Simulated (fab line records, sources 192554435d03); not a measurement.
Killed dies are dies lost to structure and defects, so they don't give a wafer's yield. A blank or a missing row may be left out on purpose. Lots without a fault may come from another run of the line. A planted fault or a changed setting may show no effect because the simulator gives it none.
Which tool did it? | flow n5_finfet | 12 lots, 36 wafers sampled, at 4 steps of a route of 1938

WHAT THE GAUGES READ, wafer by wafer
N5_MOL_CONTACT_COAG_THK_MEAS_29.
lot  | measured     | on            | MD_CAP_THK (nm)
L075 | day 5 03:10  | film_metro-01 | 17.86 17.95 18.02
L077 | day 6 00:30  | film_metro-02 | 17.82 17.87 17.96
L079 | day 6 14:56  | film_metro-02 | 17.98 17.95 18.01
L081 | day 6 21:23  | film_metro-01 | 18.06 18.01 17.94
L083 | day 7 08:45  | film_metro-02 | 17.95 17.93 17.87
L085 | day 8 02:34  | film_metro-01 | 17.78 17.93 17.93
L087 | day 8 10:42  | film_metro-02 | 17.92 17.92 17.89
L089 | day 8 22:01  | film_metro-02 | 17.83 17.77 17.85
L091 | day 9 12:18  | film_metro-02 | 17.89 17.76 17.82
L093 | day 9 23:47  | film_metro-01 | 17.98 18.19 18.09
L095 | day 10 08:17 | film_metro-02 | 17.83 17.99 17.97
L097 | day 10 16:45 | film_metro-02 | 17.85 17.91 17.93

WHICH TOOL RAN EACH LOT (tool, then ch and the chambers of the sampled wafers, then the start)
lot  | N5_GATE_CUT_CMP_43           | N5_MOL_CONTACT_COAG_ETCH_106       | N5_MOL_CONTACT_COAG_ETCH_15
L075 | cmp-04 ch 0,1,3, day 4 18:04 | rie_diel-02 ch 0,3, day 4 19:12    | rie_diel-02 ch 0,3, day 4 19:20
L077 | cmp-01 ch 1,2,3, day 5 15:16 | rie_diel-06 ch 0,1,2, day 5 16:19  | rie_diel-06 ch 0,1,2, day 5 16:27
L079 | cmp-04 ch 0,1,3, day 6 01:26 | rie_diel-05 ch 1,2,3, day 6 02:39  | rie_diel-05 ch 1,2,3, day 6 02:47
L081 | cmp-03 ch 0,1,2, day 6 11:40 | rie_diel-02 ch 0,1,2, day 6 12:41  | rie_diel-02 ch 0,1,2, day 6 12:49
L083 | cmp-04 ch 1,2, day 6 20:43   | rie_diel-06 ch 1,2,3, day 6 21:51  | rie_diel-06 ch 1,2,3, day 6 21:59
L085 | cmp-01 ch 0,1,2, day 7 17:01 | rie_diel-06 ch 0,2,3, day 7 18:45  | rie_diel-06 ch 0,2,3, day 7 18:53
L087 | cmp-03 ch 1,2,3, day 7 23:37 | rie_diel-05 ch 0,3, day 8 01:30    | rie_diel-05 ch 0,3, day 8 01:38
L089 | cmp-01 ch 1,2, day 8 09:34   | rie_diel-06 ch 0,2,3, day 8 10:50  | rie_diel-06 ch 0,2,3, day 8 10:58
L091 | cmp-03 ch 1,2,3, day 9 02:17 | rie_diel-02 ch 0,2,3, day 9 03:58  | rie_diel-02 ch 0,2,3, day 9 04:06
L093 | cmp-03 ch 0,2,3, day 9 13:03 | rie_diel-06 ch 0,2,3, day 9 14:11  | rie_diel-06 ch 0,2,3, day 9 14:19
L095 | cmp-04 ch 0,1,3, day 9 20:48 | rie_diel-02 ch 0,1,2, day 9 22:09  | rie_diel-02 ch 0,1,2, day 9 22:17
L097 | cmp-01 ch 0,3, day 10 07:19  | rie_diel-02 ch 1,2,3, day 10 08:40 | rie_diel-02 ch 1,2,3, day 10 08:48
- N5_GATE_CUT_CMP_43: polishes SiO2.
- N5_MOL_CONTACT_COAG_ETCH_106: etches SOC in N2/H2, target depth 80 nm, overetch 16 nm, time 120 s.
- N5_MOL_CONTACT_COAG_ETCH_15: etches SiNx in CH3F/O2, stops on Si:P, target depth 7 nm.

THE ANSWER, worked out from the rows above alone
Rule: what is usual is taken from the lots themselves. Put in order of their means at a reading, lots are off if they are a third of the lots or fewer, leave a main group of 4 or more, and stand apart from it by a gap of 3 or more times the standard deviation of the main group's means; of several such gaps the widest counts. A main group whose means are all the same, to the digits that the tables above print for the reading, isn't used. A lot without any number at a reading at which 4 lots or more have one is off too. The other lots that the step has rows for count as sound.
No lot is off at any reading shown: from this, nothing can be told.

WHAT THE SIMULATOR HAD PUT IN
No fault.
